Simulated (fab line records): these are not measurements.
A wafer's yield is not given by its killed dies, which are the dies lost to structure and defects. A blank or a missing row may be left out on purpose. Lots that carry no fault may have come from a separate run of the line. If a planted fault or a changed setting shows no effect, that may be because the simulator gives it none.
The tool behind it: which one? | flow n5_finfet | route of 1938 steps, sampled at 1 step: 11 lots, 30 wafers

## WHAT THE GAUGES SHOWED, per wafer
N5_BEOL_M4_RC_MEAS_101. Usual: DIBL_N 36.2 mV/V, standard deviation 2.2; DIBL_P 36.5 mV/V, standard deviation 3; IOFF_N 0.16 nA/um, standard deviation 0.039; IOFF_P 0.22 nA/um, standard deviation 0.047; ION_N 675 uA/um, standard deviation 15; ION_P 463 uA/um, standard deviation 10; SS_N 71.6 mV/dec, standard deviation 0.71; SS_P 73.4 mV/dec, standard deviation 0.94; VT_N 250 mV, standard deviation 3.6; VT_P -250 mV, standard deviation 3.9.
lot  | measured     | on        | DIBL_N (mV/V)  | DIBL_P (mV/V)  | IOFF_N (nA/um) | IOFF_P (nA/um) | ION_N (uA/um) | ION_P (uA/um) | SS_N (mV/dec)  | SS_P (mV/dec)  | VT_N (mV)   | VT_P (mV)      | flag
L603 | day 8 01:12  | prober-02 | 35.0 34.3 33.8 | 34.9 32.9 33.2 | 0.13 0.11 0.13 | 0.22 0.16 0.18 | 644 654 670   | 451 455 464   | 71.5 70.7 70.5 | 73.5 72.8 73.0 | 255 255 250 | -250 -253 -250 |
L609 | day 10 02:07 | prober-02 | 34.2 29.9 35.6 | 34.9 28.0 35.0 | 0.14 0.08 0.17 | 0.17 0.10 0.17 | 666 634 681   | 455 431 455   | 70.9 70.5 71.5 | 73.2 71.9 72.6 | 251 259 247 | -254 -261 -256 |
L610 | day 10 07:01 | prober-02 | 40.5 36.6 38.3 | 43.2 39.1 40.2 | 0.26 0.15 0.21 | 0.26 0.20 0.20 | 697 676 686   | 459 455 452   | 72.7 71.8 71.9 | 74.4 74.3 73.9 | 244 252 246 | -251 -254 -253 |
L611 | day 10 11:17 | prober-02 | 37.8 32.0 40.5 | 41.4 33.5 43.5 | 0.19 0.10 0.27 | 0.29 0.17 0.34 | 672 647 697   | 471 454 479   | 72.0 69.9 72.3 | 73.6 72.1 75.5 | 249 255 242 | -245 -251 -242 |
L617 | day 12 08:26 | prober-02 | 36.4 36.7 33.9 | 37.1 37.5 33.5 | 0.15 0.15 0.12 | 0.20 0.21 0.16 | 681 680 657   | 471 474 453   | 71.8 71.8 70.7 | 73.2 73.5 72.0 | 253 252 254 | -250 -250 -253 |
L618 | day 12 16:28 | prober-02 | 36.8 38.3      | 36.2 38.6      | 0.18 0.21      | 0.21 0.24      | 690 686       | 460 462       | 72.1 71.9      | 73.8 74.4      | 246 244     | -250 -248      |
L619 | day 12 21:07 | prober-02 | 35.0 40.5      | 32.9 40.7      | 0.14 0.26      | 0.19 0.32      | 659 702       | 457 479       | 71.0 73.5      | 71.6 74.1      | 251 244     | -249 -242      |
L621 | day 12 22:52 | prober-01 | 36.1 34.7 37.6 | 37.7 35.3 37.5 | 0.18 0.15 0.20 | 0.27 0.22 0.26 | 673 683 681   | 466 473 467   | 72.0 71.0 71.9 | 74.1 73.4 73.8 | 249 249 244 | -245 -248 -247 |
L622 | day 13 01:31 | prober-01 | 37.0 37.9      | 38.9 40.3      | 0.16 0.17      | 0.22 0.23      | 673 672       | 455 460       | 71.2 72.0      | 73.2 73.9      | 251 251     | -252 -250      |
L620 | day 13 01:37 | prober-02 | 32.2 35.6 36.5 | 32.2 35.7 37.0 | 0.12 0.16 0.18 | 0.19 0.24 0.29 | 669 678 686   | 476 466 475   | 70.6 71.2 71.6 | 71.6 72.7 73.8 | 251 248 244 | -247 -244 -240 |
L624 | day 14 09:05 | prober-01 | 34.2 36.0 32.6 | 36.4 37.1 33.2 | 0.15 0.18 0.12 | 0.21 0.22 0.17 | 678 682 665   | 460 462 457   | 71.5 71.9 71.3 | 74.1 73.2 72.6 | 248 246 251 | -249 -250 -254 |

## WHAT TOOL EACH LOT RAN ON (gives the tool, then ch and the chambers of the sampled wafers, and finally the start)
The record holds no process step before these readings.

## AS READ BY THE TOOLS THEMSELVES (means over the sampled wafers that have a number; for cases with no such wafer, the mark the record gives instead)
The record holds no such reading with a usual standard deviation.

## THE ANSWER, worked out from the rows above alone
Rule: lot off if the mean of its wafers having a number is beyond 3 standard deviations from the usual mean. Also off: a lot with no number at a reading for which 4 or more lots have one. The other lots that the step has rows for count as sound. The gauges are gone through in route order, then the tools' own readings, and for those a lot's mean is taken as printed above. The first step at which some lot is off is used, and at that step the reading that is off furthest; a lot without a number counts as furthest.
Nothing can be told from this: no lot is off at any reading shown.

## WHAT HAD BEEN PUT IN BY THE SIMULATOR
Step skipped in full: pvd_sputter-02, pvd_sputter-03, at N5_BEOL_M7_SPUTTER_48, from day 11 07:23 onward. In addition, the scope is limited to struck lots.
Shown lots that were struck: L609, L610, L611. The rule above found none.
